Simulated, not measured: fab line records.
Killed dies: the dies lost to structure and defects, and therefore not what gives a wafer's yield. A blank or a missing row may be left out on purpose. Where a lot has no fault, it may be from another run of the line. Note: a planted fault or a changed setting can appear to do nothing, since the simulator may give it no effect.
fab line records	flow n5-finfet
record: lots: 6	wafers: 18	last-day: 17
route steps=1938 shown GATE_CUT@480 BEOL_M4@1111
lots with no fault: from the same line, run without faults
start-h: start of the lot's first displayed wafer, in hours after the record's first day	wait-h: hours elapsed since this lot's preceding step	" the same as in the row above	L1.1+2: one row covering several wafers at once	- no value, or no start given	* or withheld: withheld	< > ~ a bound
route shown NAME@n: names a module that has steps shown in the file, with the first one's number in the route	usual: average and standard deviation across the fault-free wafers	same: alike in all rows	chamber/n: place in a boat	sites: each site's reading	_std_site: the standard deviation of these	_edge_site: mean of outer sites minus mean of inner sites	radius-mm: for every site, how far away it sits from the centre of the wafer	mask NAME#n: copy n	behind: the last tool/chamber to shape the wafer	hold: why the lot went on hold/how many hours it stayed there/how the hold came to an end	device: transistor that didn't switch, given as n, p or np	end of line: tests run on the same wafers once the route is complete	a step without rows: its recipe alone	killed: the dies lost at the first sort to structure and to defects; this is not the yield of the wafer	map: a wafer's dies, x killed, . not, _ none there
set.NAME: the setting the step ran with; set.NAME@STEP: the setting that earlier step ran with	model.NAME: the simulator's own value behind a step, which no gauge read
certain route steps with their lots: each step a table, each wafer a row
services: a tool's chamber out of use, with start hour (start-h, from the record's first day; less than 0 if before it), hours out, and reason
== steps ==
step: N5_GATE_CUT_COAT_27
recipe: resist: underlayer	temp-c: 205	time-s: 60	spin-rpm: 1500	resist-thk-nm: 10
step: N5_GATE_CUT_COAT_07
recipe: resist: CAR-EUV	spin-rpm: 1500	resist-thk-nm: 30
step: N5_GATE_CUT_EBR_09
recipe: solvent: PGMEA	ebr-width-mm: 1.5
step: N5_GATE_CUT_SOFTBAKE_08
recipe: temp-c: 110	time-s: 60	resist: CAR-EUV
step: N5_GATE_CUT_EXPOSE_10
recipe: mask-id: GATE_CUT	na: 0.33	source-shape: annular	sigma-inner: 0.35	sigma-outer: 0.8	polarization: unpolarized	target-cd-nm: 20	dose-mj: 43.25
step: N5_GATE_CUT_PEB_11
recipe: peb-temp-c: 100	peb-time-s: 60	resist: CAR-EUV
step: N5_GATE_CUT_DEVELOP_12
recipe: develop-time-s: 30	developer: TMAH	resist: CAR-EUV	rinse-liquid: surfactant-rinse	dry: air-spin	dev-temp-c: 23
step: N5_GATE_CUT_CD_MEAS_13
recipe: target-cd-nm: 20	landing-energy-ev: 500	detector: se-inlens
usual: cd-nm: 20.04/0.22
lot.wafer	tool	chamber	start-h	wait-h	cd-nm
L887.1	cd-sem-01	0	91.79	-	19.51
L887.2	"	0	"	"	19.93
L887.3	"	0	"	"	20.16
L890.1	cd-sem-01	0	102.92	-	19.96
L890.2	"	0	"	"	19.89
L890.6	"	0	"	"	19.93
L901.3	cd-sem-02	0	167.74	-	20.54
L901.4	"	0	"	"	20.00
L901.5	"	0	"	"	20.14
L904.2	cd-sem-02	0	186.84	-	20.01
L904.3	"	0	"	"	20.26
L904.4	"	0	"	"	20.09
L907.3	cd-sem-03	0	209.38	-	20.04
L907.4	"	0	"	"	20.12
L907.6	"	0	"	"	19.91
L908.1	cd-sem-01	0	212.34	-	19.89
L908.2	"	0	"	"	19.70
L908.4	"	0	"	"	19.57
step: N5_GATE_CUT_OVL_MEAS_14
recipe: points-per-wafer: 522
usual: GATE_CUT_OVL: -0.2/0.68
lot.wafer	tool	chamber	start-h	wait-h	GATE_CUT_OVL[nm]
L887.1	overlay-01	0	91.82	0.0	-0.4
L887.2	"	0	"	"	-0.9
L887.3	"	0	"	"	-0.2
L890.1	overlay-01	0	102.95	0.0	-0.5
L890.2	"	0	"	"	1.0
L890.6	"	0	"	"	0.5
L901.3	overlay-01	0	167.78	0.0	0.4
L901.4	"	0	"	"	-0.3
L901.5	"	0	"	"	0.0
L904.2	overlay-02	0	186.87	0.0	0.1
L904.3	"	0	"	"	-0.7
L904.4	"	0	"	"	-0.6
L907.3	overlay-01	0	209.42	0.0	-0.2
L907.4	"	0	"	"	-0.4
L907.6	"	0	"	"	-0.7
L908.1	overlay-01	0	212.37	0.0	0.6
L908.2	"	0	"	"	0.8
L908.4	"	0	"	"	0.6
step: N5_GATE_CUT_INSPECT_15
recipe: mode: adi	inspect-instrument: brightfield
usual: raw-defect-count: 136/35
lot.wafer	tool	chamber	start-h	wait-h	raw-defect-count
L887.1	defect-inspect-02	-	91.88	0.1	122
L887.2	"	-	"	"	108
L887.3	"	-	"	"	227
L890.1	defect-inspect-01	-	103.01	0.1	181
L890.2	"	-	"	"	83
L890.6	"	-	"	"	134
L901.3	defect-inspect-01	-	167.82	0.0	164
L901.4	"	-	"	"	125
L901.5	"	-	"	"	119
L904.2	defect-inspect-02	-	186.92	0.0	124
L904.3	"	-	"	"	105
L904.4	"	-	"	"	151
L907.3	defect-inspect-02	-	209.47	0.0	148
L907.4	"	-	"	"	148
L907.6	"	-	"	"	95
L908.1	defect-inspect-02	-	212.43	0.1	128
L908.2	"	-	"	"	133
L908.4	"	-	"	"	131
step: N5_GATE_CUT_DESCUM_18
recipe: chemistry: O2	time-s: 7	source-power-w: 50	bias-power-w: 20	pressure-mtorr: 20	rf-frequency-hz: 2.712e+07	temp-c: 40	resist: CAR-EUV	o2-flow-sccm: 225
usual: chamber-pressure-mTorr: 19.999/0.019	drypump-motor-current-A: 5.8/0.44	oes-product-au: 0.77/0.07	rf-vpp-V: 243.2/1.4	showerhead-plenum-p-Torr: 2.09/0.077	temp-c: 39.98/0.11	throttle-valve-pct: 20.49/0.2
same: time-s: 7
lot.wafer	tool	chamber	start-h	wait-h	chamber-pressure-mTorr	drypump-motor-current-A	oes-product-au	rf-hours-counter-h	rf-vpp-V	showerhead-plenum-p-Torr	temp-c	throttle-valve-pct
L887.1	rie-diel-05	2	91.91	0.0	19.988	6.3	0.77	136	244.5	2.11	40.09	20.32
L887.2	"	3	"	"	20.003	6.1	0.74	159	243.3	2.18	39.85	20.57
L887.3	"	1	"	"	19.976	5.8	0.78	149	242.9	2.11	40.29	20.70
L890.1	rie-diel-04	0	104.27	1.3	19.984	5.1	0.77	134	242.1	2.01	40.02	20.68
L890.2	"	2	"	"	19.982	6.2	0.71	196	242.0	2.07	40.00	20.60
L890.6	"	2	"	"	20.002	6.1	0.71	-	244.4	2.07	40.01	20.61
L901.3	rie-diel-05	2	168.14	0.3	20.021	6.3	0.75	162	245.6	2.10	39.75	20.38
L901.4	"	0	"	"	19.967	6.4	0.70	209	240.2	1.99	40.04	20.45
L901.5	"	1	"	"	19.986	5.8	0.76	-	241.9	2.10	39.94	20.74
L904.2	rie-diel-05	1	186.96	0.0	20.020	5.8	0.75	181	243.5	2.10	40.09	20.76
L904.3	"	0	"	"	19.997	6.3	0.69	214	243.5	1.99	40.00	20.46
L904.4	"	3	"	"	19.986	6.1	0.71	188	244.3	2.17	39.95	20.62
L907.3	rie-diel-03	2	209.50	0.0	20.040	5.8	0.70	237	241.1	1.98	39.89	20.46
L907.4	"	0	"	"	20.004	5.8	0.80	99	245.1	2.20	39.90	20.46
L907.6	"	0	"	"	20.051	5.9	0.80	-	244.4	2.20	39.97	20.46
L908.1	rie-diel-04	1	212.46	0.0	19.992	5.2	0.81	105	243.8	2.11	40.04	20.66
L908.2	"	0	"	"	19.969	5.1	0.72	175	241.3	2.00	39.89	20.73
L908.4	"	2	"	"	19.998	6.1	0.69	-	243.0	2.06	39.98	20.66
step: N5_GATE_CUT_ETCH_28
recipe: chemistry: N2/H2	target: underlayer	target-depth-a: 130	mask-material: CAR-EUV	time-s: 10.4	ion-energy-ev: 200	pressure-mtorr: 30	source-w: 840	bias-w: 150	n2-flow-sccm: 200	h2-flow-sccm: 200	ends: cleared
usual: chamber-pressure-mTorr: 29.998/0.027	drypump-motor-current-A: 5.8/0.44	etch-rf-on-time-s: 10.35/0.22	oes-product-au: 0.66/0.059	rf-vpp-V: 523.6/2.7	showerhead-plenum-p-Torr: 2.53/0.092	throttle-valve-pct: 17.90/0.21
lot.wafer	tool	chamber	start-h	wait-h	chamber-pressure-mTorr	drypump-motor-current-A	etch-rf-on-time-s	oes-product-au	rf-hours-counter-h	rf-vpp-V	showerhead-plenum-p-Torr	throttle-valve-pct
L887.1	rie-diel-05	2	91.95	0.0	30.030	6.3	10.07	0.67	136	525.3	2.55	17.72
L887.2	"	3	"	"	30.007	6.1	10.17	0.64	159	526.3	2.64	18.00
L887.3	"	1	"	"	29.950	5.8	10.44	0.67	149	524.7	2.56	18.07
L890.1	rie-diel-04	0	104.30	0.0	29.980	5.2	10.22	0.66	134	522.0	2.44	18.04
L890.2	"	2	"	"	29.997	6.1	10.74	0.60	196	523.6	2.52	17.98
L890.6	"	2	"	"	29.962	6.1	10.74	0.61	-	521.7	2.52	17.99
L901.3	rie-diel-05	2	168.18	0.0	30.068	6.3	10.17	0.65	162	523.3	2.54	17.74
L901.4	"	0	"	"	29.972	6.3	10.20	0.61	209	519.4	2.42	17.96
L901.5	"	1	"	"	29.989	5.8	10.42	0.64	-	524.3	2.55	18.13
L904.2	rie-diel-05	1	186.99	0.0	29.990	5.9	10.53	0.65	181	523.2	2.54	18.15
L904.3	"	0	"	"	30.002	6.4	10.60	0.60	214	518.8	2.41	18.00
L904.4	"	3	"	"	29.949	6.1	10.46	0.61	188	525.2	2.62	18.05
L907.3	rie-diel-03	2	209.53	0.0	29.992	5.8	10.28	0.61	237	521.6	2.40	17.82
L907.4	"	0	"	"	30.005	5.9	10.29	0.70	99	528.9	2.70	18.02
L907.6	"	0	"	"	29.948	5.9	10.27	0.70	-	527.7	2.70	18.02
L908.1	rie-diel-04	1	212.50	0.0	30.028	5.2	9.85	0.70	105	523.9	2.55	18.02
L908.2	"	0	"	"	29.988	5.1	10.17	0.63	175	519.9	2.42	18.11
L908.4	"	2	"	"	29.976	6.1	10.61	0.59	-	524.4	2.50	18.03
step: N5_GATE_CUT_ETCH_36
recipe: chemistry: CF4	target: SiARC	target-depth-a: 130	mask-material: CAR-EUV	time-s: 21.7	ion-energy-ev: 80	pressure-mtorr: 40	source-w: 545	bias-w: 36	Ar_flow_sccm: 100	cf4-flow-sccm: 100	ends: cleared
usual: cf4-flow-sccm: 100.0/0.31	chamber-pressure-mTorr: 40.00/0.036	drypump-motor-current-A: 5.8/0.43	etch-rf-on-time-s: 21.6/0.44	oes-product-au: 0.66/0.058	rf-vpp-V: 184.1/1.2	showerhead-plenum-p-Torr: 2.14/0.068	throttle-valve-pct: 15.66/0.2
lot.wafer	tool	chamber	start-h	wait-h	cf4-flow-sccm	chamber-pressure-mTorr	drypump-motor-current-A	etch-rf-on-time-s	oes-product-au	rf-hours-counter-h	rf-vpp-V	showerhead-plenum-p-Torr	throttle-valve-pct
L887.1	rie-diel-05	2	91.96	0.0	100.1	40.03	6.3	21.2	0.67	136	183.8	2.15	15.45
L887.2	"	3	"	"	99.5	39.99	6.1	21.5	0.63	159	185.4	2.22	15.71
L887.3	"	1	"	"	100.2	40.00	5.8	21.6	0.67	149	185.2	2.14	15.77
L890.1	rie-diel-04	0	104.32	0.0	100.1	40.06	5.1	20.9	0.66	134	183.9	2.05	15.77
L890.2	"	2	"	"	100.0	39.98	6.1	22.1	0.61	196	183.1	2.14	15.87
L890.6	"	2	"	"	99.4	39.97	6.1	22.3	0.61	-	184.6	2.14	15.88
L901.3	rie-diel-05	2	168.20	0.0	100.4	40.01	6.3	21.4	0.65	162	185.2	2.14	15.49
L901.4	"	0	"	"	129.8	39.98	6.3	21.0	0.62	209	183.6	2.25	16.94
L901.5	"	1	"	"	100.7	40.02	5.9	22.0	0.64	-	183.8	2.13	15.82
L904.2	rie-diel-05	1	187.01	0.0	100.0	39.99	5.8	21.5	0.65	181	184.0	2.13	15.83
L904.3	"	0	"	"	130.2	40.00	6.3	21.3	0.61	214	183.3	2.25	16.96
L904.4	"	3	"	"	99.7	39.98	6.1	21.9	0.62	188	185.8	2.21	15.78
L907.3	rie-diel-03	2	209.55	0.0	100.5	40.02	5.8	21.6	0.61	237	182.3	2.03	15.67
L907.4	"	0	"	"	100.3	39.99	5.8	21.2	0.69	99	185.8	2.23	15.59
L907.6	"	0	"	"	100.5	39.98	5.8	21.1	0.70	-	185.7	2.23	15.60
L908.1	rie-diel-04	1	212.52	0.0	100.0	40.03	5.2	21.0	0.69	105	184.7	2.16	15.79
L908.2	"	0	"	"	99.9	39.99	5.1	21.2	0.63	175	183.0	2.04	15.85
L908.4	"	2	"	"	99.3	40.08	6.1	22.1	0.59	-	185.0	2.12	15.95
step: N5_GATE_CUT_ETCH_37
recipe: chemistry: N2/H2	target: SOC	target-depth-a: 600	overetch-a: 120	mask-material: SiARC	temp-c: 40	time-s: 90	ion-energy-ev: 200	pressure-mtorr: 30	source-w: 840	bias-w: 150	n2-flow-sccm: 200	h2-flow-sccm: 200
usual: chamber-pressure-mTorr: 30.00/0.03	drypump-motor-current-A: 5.8/0.43	oes-product-au: 0.69/0.06	rf-vpp-V: 523.7/2.7	showerhead-plenum-p-Torr: 2.53/0.092	temp-c: 39.99/0.13	throttle-valve-pct: 17.88/0.21
same: time-s: 90
lot.wafer	tool	chamber	start-h	wait-h	chamber-pressure-mTorr	drypump-motor-current-A	oes-product-au	rf-hours-counter-h	rf-vpp-V	showerhead-plenum-p-Torr	temp-c	throttle-valve-pct
L887.1	rie-diel-05	2	91.99	0.0	29.96	6.3	0.69	136	522.1	2.55	39.84	17.69
L887.2	"	3	"	"	30.01	6.1	0.66	159	527.7	2.64	39.99	17.98
L887.3	"	1	"	"	30.02	5.8	0.70	149	525.1	2.56	39.87	18.06
L890.1	rie-diel-04	0	104.35	0.0	29.98	5.1	0.68	134	521.6	2.44	39.90	18.00
L890.2	"	2	"	"	30.05	6.1	0.65	196	523.6	2.52	40.01	17.97
L890.6	"	2	"	"	29.98	6.1	0.64	-	523.3	2.52	40.03	17.96
L901.3	rie-diel-05	2	168.22	0.0	30.01	6.3	0.67	162	524.2	2.54	39.94	17.72
L901.4	"	0	"	"	29.94	6.3	0.63	209	521.2	2.42	39.97	17.95
L901.5	"	1	"	"	29.98	5.8	0.68	-	523.0	2.55	39.93	18.11
L904.2	rie-diel-05	1	187.04	0.0	29.99	5.8	0.67	181	524.8	2.54	40.16	18.12
L904.3	"	0	"	"	30.04	6.3	0.63	215	519.7	2.41	39.86	17.97
L904.4	"	3	"	"	29.96	6.1	0.64	188	526.3	2.62	40.18	18.04
L907.3	rie-diel-03	2	209.58	0.0	30.03	5.8	0.64	237	519.1	2.40	40.01	17.77
L907.4	"	0	"	"	30.01	5.9	0.73	99	527.7	2.70	39.92	17.99
L907.6	"	0	"	"	30.03	5.9	0.73	-	526.1	2.70	39.77	17.99
L908.1	rie-diel-04	1	212.54	0.0	29.96	5.2	0.72	105	525.7	2.55	39.99	17.98
L908.2	"	0	"	"	30.05	5.2	0.66	175	520.6	2.42	39.76	18.09
L908.4	"	2	"	"	30.01	6.1	0.63	-	524.1	2.50	40.01	18.04
step: N5_BEOL_M4_RC_MEAS_101
usual: DIBL_N: 36.1/1.6	DIBL_P: 36.6/1.9	IOFF_N: 0.160/0.026	IOFF_P: 0.210/0.028	ION_N: 677/10	ION_P: 464/6.9	SS_N: 71.4/0.56	SS_P: 73.3/0.61	VT_N: 249.1/2.6	VT_P: -250/3.3
lot.wafer	tool	chamber	start-h	wait-h	DIBL_N[mV/V]	DIBL_P[mV/V]	IOFF_N[nA/um]	IOFF_P[nA/um]	ION_N[uA/um]	ION_P[uA/um]	SS_N[mV/dec]	SS_P[mV/dec]	VT_N[mV]	VT_P[mV]
L887.1	prober-01	0	166.96	0.0	35.7	35.1	0.139	0.177	684	463	71.3	73.0	250.4	-254
L887.2	"	0	"	"	37.2	36.4	0.151	0.194	674	462	72.0	74.1	252.9	-252
L887.3	"	0	"	"	36.8	37.1	0.149	0.190	676	453	72.1	73.3	250.9	-253
L890.1	prober-02	0	200.46	0.0	34.5	35.0	0.163	0.213	683	477	70.9	72.9	247.9	-247
L890.2	"	0	"	"	37.0	38.2	0.209	0.258	683	471	71.7	73.3	245.0	-247
L890.6	"	0	"	"	36.5	37.5	0.191	0.249	678	474	71.8	72.5	245.4	-247
L901.3	prober-02	0	262.79	0.3	36.9	36.2	0.176	0.242	684	472	71.2	73.8	245.4	-244
L901.4	"	0	"	"	37.8	37.0	0.184	0.249	697	480	71.1	73.4	247.3	-246
L901.5	"	0	"	"	35.5	34.0	0.146	0.206	664	463	70.4	73.0	249.8	-248
L904.2	prober-01	0	284.30	0.2	37.4	38.8	0.179	0.208	677	454	72.7	73.6	247.4	-251
L904.3	"	0	"	"	37.1	38.6	0.170	0.213	671	463	71.7	73.1	247.8	-251
L904.4	"	0	"	"	34.6	36.1	0.136	0.181	672	456	71.5	73.4	250.5	-254
L907.3	prober-02	0	291.70	0.3	35.4	36.0	0.153	0.218	675	460	71.1	73.7	248.0	-249
L907.4	"	0	"	"	36.0	37.6	0.174	0.250	682	475	71.4	73.5	246.0	-245
L907.6	"	0	"	"	34.2	35.2	0.145	0.209	674	465	70.7	72.6	247.3	-246
L908.1	prober-02	0	311.35	0.0	37.8	39.2	0.182	0.216	670	453	72.1	73.5	248.5	-251
L908.2	"	0	"	"	37.1	39.2	0.173	0.221	677	462	71.7	73.9	248.9	-251
L908.4	"	0	"	"	35.4	36.1	0.144	0.183	676	456	70.4	73.1	249.8	-253
== services ==
tool	chamber	start-h	hours	kind
rie-diel-04	3	72.64	7.9	repair
rie-diel-03	-	96.86	14.6	pm
rie-diel-04	3	99.76	-	clean
rie-diel-04	3	99.76	-	consumable-replace:focus-ring
rie-diel-04	3	99.76	-	consumable-replace:showerhead
rie-diel-04	3	99.76	17.5	scheduled-down
rie-diel-04	3	99.76	17.5	vent-cycle
rie-diel-03	3	129.20	-	clean
rie-diel-03	3	129.20	-	consumable-replace:focus-ring
rie-diel-03	3	129.20	19.4	scheduled-down
rie-diel-03	3	129.20	19.4	vent-cycle
rie-diel-03	1	132.78	6.3	repair
rie-diel-04	2	157.27	4.0	repair
rie-diel-03	-	163.67	4.3	pm
rie-diel-04	3	192.54	5.8	repair
== key ==
first-sign: step: N5_GATE_CUT_ETCH_36	reading: cf4-flow-sccm	direction: up	sigmas: 96	usual: 100.0	struck: 130.0
effect: step: N5_GATE_CUT_ETCH_36	reading: throttle-valve-pct	direction: up	sigmas: 6.4	usual: *	struck: *
met-at N5_GATE_CUT_ETCH_36
struck-wafers L901.4,L904.3
fault: kind: process-parameter-drift	tool: rie-diel-05	chamber: 0	onset-h: 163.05	steps: N5_GATE_CUT_ETCH_36	channel: cf4-flow-sccm	offset: 30	shape: step	end-h: 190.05	acts-in: these-recipes-only	stated: 100
